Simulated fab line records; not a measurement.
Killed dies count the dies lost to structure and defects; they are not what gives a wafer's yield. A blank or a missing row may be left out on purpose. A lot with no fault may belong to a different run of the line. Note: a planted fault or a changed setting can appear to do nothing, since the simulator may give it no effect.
Chamber matching	flow n5-finfet	4 sister chambers for N5_HKMG_FIN_ALD_71 on ald-metal-02
The step deposits TiN, target thk 1 nm, pulse time 1 s, purge time 3 s. 8 wafers are shown with their chamber, then 11 later ones without.

## WAFERS, EACH WITH ITS CHAMBER
wafer	chamber	heater-power-outer-w (W)	heater-power-w (W)
L082.6	2	467	793
L085.3	1	523	899
L086.3	0	534	899
L086.5	3	560	882
L090.2	2	446	767
L090.3	3	549	876
L090.4	1	519	869
L092.1	0	529	890

## WAFERS WITH NO CHAMBER GIVEN
wafer	heater-power-outer-w (W)	heater-power-w (W)
L092.2	563	863
L092.3	520	895
L093.1	461	777
L093.3	519	860
L093.5	527	892
L094.1	534	917
L094.4	519	869
L094.5	555	909
L095.2	545	888
L095.3	529	879
L095.6	543	917

## EACH ONE'S CHAMBER
wafer	from the rows above	in truth
L092.2	3	3
L092.3	can't be placed: 1 or 0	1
L093.1	2	2
L093.3	can't be placed: 1 or 0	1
L093.5	can't be placed: 0 or 1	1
L094.1	can't be placed: 0 or 1 or 3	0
L094.4	can't be placed: 1 or 0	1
L094.5	can't be placed: 3 or 0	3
L095.2	can't be placed: 3 or 0 or 1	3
L095.3	can't be placed: 1 or 0 or 3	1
L095.6	can't be placed: 0 or 3 or 1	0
Correctly placed: 2 of 11. Can't be placed from these rows: 9 (the true chamber is among the candidates in 9). Placed wrongly: 0.
How it was worked out, from the rows above alone: a wafer's distance from a chamber is the root of the sum, over the readings, of the square of ((its reading less the chamber's mean) divided by the reading's scatter). If the next closest chamber is less than 2 further off than the closest, the wafer can't be placed; otherwise it belongs to the closest. The mean given for a chamber averages the wafers shown for that chamber. The scatter is the square root of a quotient: the sum, over the shown wafers, of each reading's squared deviation from its chamber's mean, divided by wafers minus chambers.
